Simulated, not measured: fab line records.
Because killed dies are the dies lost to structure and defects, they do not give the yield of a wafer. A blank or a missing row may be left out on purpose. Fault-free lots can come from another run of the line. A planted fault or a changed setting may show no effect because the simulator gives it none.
Problem report, 8D (eight disciplines) form, completed by code + flow nand_harc + the parts of the form that need people (team, actions taken, sign-off) are left out

1. PROBLEM STATEMENT
Mean of killed_at_other at NHARC_END_SORT_01: 77.5 across 6 wafers in 2 lots; on wafers with no fault it is 0.6 (standard deviation 0.87). That is +88 standard deviations from the usual mean.
Seen first at day 23 22:34 on prober-02, wafer L777.3. Wafers with a number at this step in the record: 15, from 5 lots. Rule for "out", or "out of limits": more than 4 standard deviations from the usual mean. All remaining wafers that have a number are taken as sound.

2. WHAT IT IS, WHAT IT ISN'T
| question                    | is                                                                                              | is not                                                             |
|-----------------------------|-------------------------------------------------------------------------------------------------|--------------------------------------------------------------------|
| which readings at this step | killed_at_other, defect_limited_yield, killed_dies, sort_bin_3_pct, sort_n_pass, sort_yield_pct | killed_at_array, killed_at_periphery                               |
| which lots                  | L774, L777                                                                                      | L768, L772, L781                                                   |
| which wafers of those lots  | all that have a number                                                                          | -                                                                  |
| read on which gauges        | prober-02                                                                                       | -                                                                  |
| when                        | from day 23 22:34                                                                               | up to then (6 sound wafers); but 3 sound wafers of L781 came after |

3. THE SUSPECTS, EACH WITH WHAT RULES IT OUT
Counting: a tool at a process step up to the reading stays a suspect if it ran every lot that is out and no sound lot after the first of them.
- the gauge at NHARC_END_SORT_01: kept. All the wafers that are out were read on prober-02, and no step on other tools shows them out.
- rie_si-04 at NHARC_THIN_TSV_ETCH_15 (target depth 3000 nm, bosch target overetch cycles 2, bosch etch step 2.8 s): kept. Every lot that is out went through it, starting with L777 (day 22 06:59), and after that it ran no sound lot; the last sound lot it ran before then is L768 (day 20 15:40).
Left after counting: rie_si-04 at NHARC_THIN_TSV_ETCH_15, prober-02 at NHARC_END_SORT_01.

4. THE CAUSE (what the simulator had put in)
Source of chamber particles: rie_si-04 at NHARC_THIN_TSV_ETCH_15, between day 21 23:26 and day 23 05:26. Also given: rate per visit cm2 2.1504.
Counting leaves 2 suspects; this tool is one of them.

5. THE EFFECT CHAIN, in route order
Each row: a reading whose mean over the struck wafers that have a number lies more than 3 standard deviations from the usual. Readings are gone through only where the record gives a usual standard deviation; hours: the median, over the lots, of the time from a lot's start at the first step in this table giving one to that lot's start at this step; sigmas: the change measured in usual standard deviations.
| hours | step              | reading              | usual  | on struck wafers | change | sigmas |
|-------|-------------------|----------------------|--------|------------------|--------|--------|
| 0     | NHARC_END_SORT_01 | defect_limited_yield | 95.3 % | 83.7             | -11.6  | -9.0   |
| 0     | NHARC_END_SORT_01 | killed_at_other      | 0.6    | 77.5             | +76.9  | +88    |
| 0     | NHARC_END_SORT_01 | killed_dies          | 32     | 111              | +79    | +8.7   |
| 0     | NHARC_END_SORT_01 | sort_bin_2_pct       | 1.5 %  | 5.8              | +4.3   | +7.5   |
| 0     | NHARC_END_SORT_01 | sort_bin_3_pct       | 0.26 % | 5.24             | +4.98  | +23    |
| 0     | NHARC_END_SORT_01 | sort_n_pass          | 645    | 566              | -79    | -8.7   |
| 0     | NHARC_END_SORT_01 | sort_rim_yield_pct   | 93 %   | 82               | -11    | -3.2   |
| 0     | NHARC_END_SORT_01 | sort_yield_pct       | 95.3 % | 83.7             | -11.6  | -9.0   |

6. HOW IT WOULD HAVE BEEN CAUGHT EARLIER
47 hours passed between the start of the fault at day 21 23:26 and the first reading out of limits at a measuring or inspecting step in this record, taken at day 23 22:34.
Of the tool readings at NHARC_THIN_TSV_ETCH_15 for which the record gives a usual standard deviation, none was out on any struck wafer, so an alarm limit of 4 standard deviations on them would not have fired.
Each of the lots that are out, 2 in all, had begun NHARC_THIN_TSV_ETCH_15 on rie_si-04 no later than day 23 22:34. Holding the tool at that point would not have protected any of them.
